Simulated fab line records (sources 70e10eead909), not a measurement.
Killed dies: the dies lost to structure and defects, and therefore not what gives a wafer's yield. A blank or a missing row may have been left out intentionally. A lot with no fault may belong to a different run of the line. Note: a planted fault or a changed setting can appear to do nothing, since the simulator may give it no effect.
A lot that was struck, set against a sound lot :: flow nand-harc :: 13 steps out of a route of 1159
Sound: wafers L232.2, L232.5, L232.6. Struck: wafers L242.1, L242.2, L242.4. At the end, the cause is stated.
Order at every step that has rows: each side's tool, ch and its chambers, its first start. Under that, the readings that differ: sound wafers :: struck wafers :: difference of the means :: sigmas: that difference in standard deviations of wafers without a fault.
alike: a reading whose means differ by less than 2 such deviations, as well as words and numbers matching on both sides. not compared: withheld readings; readings where some wafer has no value; bounds like >300 that might hide an equal value; numbers whose values overlap and for which the record gives no deviation.
The two part at a step that has a row with sigmas, a row that says differs or no value, or rows on one side only. When numbers do not overlap yet have no deviation, they are printed without sigmas and do not part them. A reading that every wafer of one side lacks parts them only if that side has two wafers or more.

first, 12 steps without rows for these wafers: NHARC_P_STI_PRECLEAN_27 (cleans in SC1); NHARC_P_STI_SRD_28; NHARC_P_STI_OXIDE_29 (material SiO2, target thk 10 nm, ox time 1362 s); NHARC_P_STI_HM_DEP_30 (deposits Si3N4, target thk 80 nm, time 873 s); NHARC_P_STI_DEHYDRATE_01 (time 120 s); NHARC_P_STI_HMDS_02 (time 30 s); NHARC_P_STI_COAT_41 (time 65 s); NHARC_P_STI_COAT_03 (resist thk 600 nm); NHARC_P_STI_SOFTBAKE_04 (time 70 s); NHARC_P_STI_EBR_05; NHARC_P_STI_EXPOSE_06 (exposes mask P STI, target cd 200 nm); NHARC_P_STI_PEB_07 (peb time 80 s).
NHARC_P_STI_DEVELOP_08: time 50 s.
  sound on litho-track-03 ch 0, day 2 13:00; struck on litho-track-03, day 5 07:00
  no value came back on the struck wafers for chill-plate-temp-C (C), developer-temp-C (C), resist-line-temp-C (C); on the sound wafers chill-plate-temp-C (C) reads 22.80 22.93 22.98

== WHERE THEY PART ==
Only at NHARC_P_STI_DEVELOP_08, as far as this record shows.

WHY: what the simulator had put in
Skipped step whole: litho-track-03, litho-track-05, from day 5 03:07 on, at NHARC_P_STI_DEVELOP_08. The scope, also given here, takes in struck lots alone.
